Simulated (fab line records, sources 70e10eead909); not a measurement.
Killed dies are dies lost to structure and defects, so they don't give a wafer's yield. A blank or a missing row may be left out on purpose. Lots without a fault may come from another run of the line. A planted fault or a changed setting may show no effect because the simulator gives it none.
Chamber matching | flow nand_harc | NHARC_A_CONTACT_ETCH_110 on rie_diel-01: 4 sister chambers
The step etches the open film in CF4/O2, target depth 60 nm, overetch 6 nm, time 33 s. 18 wafers are shown with their chamber, then 9 later ones without.

WAFERS WITH THEIR CHAMBER
wafer  | chamber | showerhead_plenum_p_Torr (Torr) | drypump_motor_current_A (A) | rf_vpp_V (V)
L074.1 | 2       | 1.32                            | 5.9                         | 196.6
L074.2 | 0       | 1.42                            | 6.0                         | 199.8
L074.5 | 1       | 1.39                            | 5.9                         | 199.6
L077.2 | 0       | 1.42                            | 6.0                         | 198.8
L077.5 | 0       | 1.42                            | 6.0                         | 200.9
L077.6 | 3       | 1.28                            | 5.6                         | 196.3
L075.1 | 1       | 1.39                            | 5.9                         | 198.7
L075.2 | 3       | 1.28                            | 5.7                         | 195.9
L075.3 | 0       | 1.42                            | 6.0                         | 199.5
L076.1 | 3       | 1.28                            | 5.6                         | 196.4
L076.4 | 0       | 1.42                            | 6.0                         | 199.2
L076.5 | 3       | 1.28                            | 5.7                         | 197.6
L078.1 | 3       | 1.28                            | 5.6                         | 196.6
L078.3 | 1       | 1.39                            | 5.9                         | 199.5
L078.5 | 3       | 1.28                            | 5.6                         | 197.3
L080.2 | 1       | 1.39                            | 5.9                         | 199.1
L080.4 | 0       | 1.41                            | 6.1                         | 199.2
L080.5 | 2       | 1.32                            | 5.9                         | 196.6

SIGNATURES (means of the wafers above)
reading                  | chamber 0 | chamber 1 | chamber 2 | chamber 3 | scatter within a chamber
showerhead_plenum_p_Torr | 1.4183    | 1.3900    | 1.3200    | 1.2800    | 0.00244
drypump_motor_current_A  | 6.017     | 5.900     | 5.900     | 5.633     | 0.0393
rf_vpp_V                 | 199.567   | 199.225   | 196.600   | 196.683   | 0.613
Rule: a wafer's distance from a chamber is the root of the sum, over the readings, of the square of ((its reading less the chamber's mean) divided by the reading's scatter). The wafer belongs to the nearest chamber; if the next one is less than 2 further off, it can't be placed. The scatter: the root of (the sum of the squares of (reading less its chamber's mean) over the shown wafers, divided by (wafers less chambers)).

WAFERS WITHOUT THEIR CHAMBER
wafer  | showerhead_plenum_p_Torr (Torr) | drypump_motor_current_A (A) | rf_vpp_V (V)
L084.3 | 1.39                            | 5.9                         | 199.2
L084.4 | 1.31                            | 5.9                         | 197.9
L084.5 | 1.31                            | 5.9                         | 197.0
L090.1 | 1.41                            | 6.0                         | 200.0
L090.4 | 1.28                            | 5.7                         | 197.6
L090.5 | 1.41                            | 6.1                         | 199.6
L095.1 | 1.41                            | 6.0                         | 198.2
L095.2 | 1.28                            | 5.7                         | 195.7
L095.4 | 1.31                            | 5.9                         | 197.7

WHICH CHAMBER EACH WENT THROUGH
wafer  | from the rows above | in truth
L084.3 | 1                   | 1
L084.4 | 2                   | 2
L084.5 | 2                   | 2
L090.1 | 0                   | 0
L090.4 | 3                   | 3
L090.5 | 0                   | 0
L095.1 | 0                   | 0
L095.2 | 3                   | 3
L095.4 | 2                   | 2
Placed correctly: 9 of 9. Can't be placed from these rows: 0. Placed wrongly: 0.
